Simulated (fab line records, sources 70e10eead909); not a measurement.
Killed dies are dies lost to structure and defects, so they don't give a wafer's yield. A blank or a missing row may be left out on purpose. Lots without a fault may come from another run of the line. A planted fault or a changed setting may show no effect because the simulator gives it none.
Chamber matching | flow nand_harc | NHARC_A_STAIRCASE_DESCUM_270 on rie_diel-04: 4 sister chambers
The step chemistry O2, time 3 s. 18 wafers are shown with their chamber, then 9 later ones without.

WAFERS WITH THEIR CHAMBER
wafer  | chamber | drypump_motor_current_A (A) | showerhead_plenum_p_Torr (Torr) | throttle_valve_pct (%)
L077.2 | 1       | 6.1                         | 1.83                            | 11.305
L077.5 | 1       | 6.1                         | 1.83                            | 11.321
L077.6 | 0       | 5.5                         | 1.93                            | 11.298
L078.1 | 0       | 5.5                         | 1.93                            | 11.300
L078.2 | 3       | 6.2                         | 2.05                            | 11.340
L078.3 | 2       | 5.5                         | 1.85                            | 11.298
L078.4 | 1       | 6.1                         | 1.83                            | 11.305
L078.5 | 0       | 5.5                         | 1.93                            | 11.303
L078.6 | 1       | 6.1                         | 1.83                            | 11.317
L085.1 | 1       | 6.1                         | 1.82                            | 11.323
L085.2 | 0       | 5.5                         | 1.92                            | 11.308
L085.6 | 0       | 5.5                         | 1.92                            | 11.309
L086.1 | 1       | 6.1                         | 1.82                            | 11.301
L086.2 | 2       | 5.6                         | 1.84                            | 11.320
L086.5 | 1       | 6.1                         | 1.82                            | 11.321
L092.1 | 3       | 6.2                         | 2.04                            | 11.329
L092.3 | 2       | 5.6                         | 1.84                            | 11.304
L092.6 | 2       | 5.6                         | 1.84                            | 11.305

SIGNATURES (means of the wafers above)
reading                  | chamber 0 | chamber 1 | chamber 2 | chamber 3 | scatter within a chamber
drypump_motor_current_A  | 5.500     | 6.100     | 5.575     | 6.200     | 0.0231
showerhead_plenum_p_Torr | 1.9260    | 1.8257    | 1.8425    | 2.0450    | 0.00545
throttle_valve_pct       | 11.30360  | 11.31329  | 11.30675  | 11.33450  | 0.00816
Rule: a wafer's distance from a chamber is the root of the sum, over the readings, of the square of ((its reading less the chamber's mean) divided by the reading's scatter). The wafer belongs to the nearest chamber; if the next one is less than 2 further off, it can't be placed. The scatter: the root of (the sum of the squares of (reading less its chamber's mean) over the shown wafers, divided by (wafers less chambers)).

WAFERS WITHOUT THEIR CHAMBER
wafer  | drypump_motor_current_A (A) | showerhead_plenum_p_Torr (Torr) | throttle_valve_pct (%)
L094.1 | 5.6                         | 1.84                            | 11.301
L094.5 | 5.5                         | 1.92                            | 11.318
L094.6 | 6.1                         | 1.81                            | 11.306
L093.3 | 6.2                         | 2.04                            | 11.310
L093.4 | 6.1                         | 1.81                            | 11.300
L093.5 | 5.6                         | 1.83                            | 11.312
L095.1 | 6.1                         | 1.81                            | 11.300
L095.2 | 6.2                         | 2.04                            | 11.308
L095.3 | 5.6                         | 1.83                            | 11.318

WHICH CHAMBER EACH WENT THROUGH
wafer  | from the rows above | in truth
L094.1 | 2                   | 2
L094.5 | 0                   | 0
L094.6 | 1                   | 1
L093.3 | 3                   | 3
L093.4 | 1                   | 1
L093.5 | 2                   | 2
L095.1 | 1                   | 1
L095.2 | 3                   | 3
L095.3 | 2                   | 2
Placed correctly: 9 of 9. Can't be placed from these rows: 0. Placed wrongly: 0.
